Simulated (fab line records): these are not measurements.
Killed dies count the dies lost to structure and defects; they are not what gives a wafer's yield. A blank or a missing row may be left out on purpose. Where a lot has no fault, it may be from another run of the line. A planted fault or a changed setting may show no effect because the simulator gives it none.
Chamber matching	flow n5-finfet	N5_GATE_CUT_CMP_23 on cmp-03 has 4 sister chambers
The step polishes, stops on SiO2, t overpolish 23.4 s, target thk 16 nm. 18 wafers are shown with their chamber, then 9 later ones without.

WAFERS WITH THEIR CHAMBER
wafer	chamber	motor-current-A (A)	time-to-endpoint-s (s)	overpolish-run-s (s)
L074.2	2	8.5	20.5	23.399
L074.4	0	10.2	24.6	23.394
L074.6	1	7.8	20.7	23.394
L075.1	3	7.9	16.4	23.397
L075.4	2	8.6	20.9	23.399
L075.6	2	8.2	21.0	23.404
L082.4	0	10.2	20.2	23.399
L082.5	2	8.0	22.3	23.405
L082.6	3	8.3	15.1	23.404
L083.4	2	8.3	23.3	23.399
L083.5	3	8.4	18.9	23.382
L083.6	0	10.8	19.6	23.391
L085.2	2	8.4	17.8	23.389
L085.3	0	10.4	19.8	23.410
L085.5	0	10.2	20.4	23.400
L088.2	1	8.1	20.5	23.406
L088.4	3	8.2	19.3	23.408
L088.5	0	9.9	24.0	23.402

SIGNATURES (averages over the wafers above)
reading	chamber 0	chamber 1	chamber 2	chamber 3	scatter within a chamber
motor-current-A	10.283	7.950	8.333	8.200	0.249
time-to-endpoint-s	21.433	20.600	20.967	17.425	1.98
overpolish-run-s	23.39933	23.40000	23.39917	23.39775	0.00777
Rule: for each reading, subtract the chamber's mean from the wafer's reading, divide by that reading's scatter and square the result; add these up over the readings and take the root, which gives the wafer's distance from the chamber. The wafer belongs to the nearest chamber; if the next one is less than 2 further off, it can't be placed. The scatter is the square root of a quotient: the sum, over the shown wafers, of each reading's squared deviation from its chamber's mean, divided by wafers minus chambers.

WAFERS WITH NO CHAMBER GIVEN
wafer	motor-current-A (A)	time-to-endpoint-s (s)	overpolish-run-s (s)
L091.3	10.2	20.5	23.400
L091.5	8.2	15.9	23.394
L091.6	10.2	18.9	23.389
L094.1	8.1	18.4	23.397
L094.5	8.1	17.9	23.385
L094.6	10.6	22.9	23.402
L095.1	9.9	19.7	23.397
L095.4	7.7	17.5	23.413
L095.5	8.4	19.0	23.397

CHAMBER TAKEN BY EACH
wafer	from the rows above	in truth
L091.3	0	0
L091.5	can't be placed: 3 or 1 or 2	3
L091.6	0	0
L094.1	can't be placed: 3 or 1 or 2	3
L094.5	can't be placed: 3 or 1 or 2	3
L094.6	0	0
L095.1	0	0
L095.4	can't be placed: 1 or 3 or 2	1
L095.5	can't be placed: 2 or 3 or 1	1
Correct placement for 4 of the 9. Cannot be placed on the basis of these rows: 5; the candidates contain the true chamber in 5. Placed wrongly: 0.
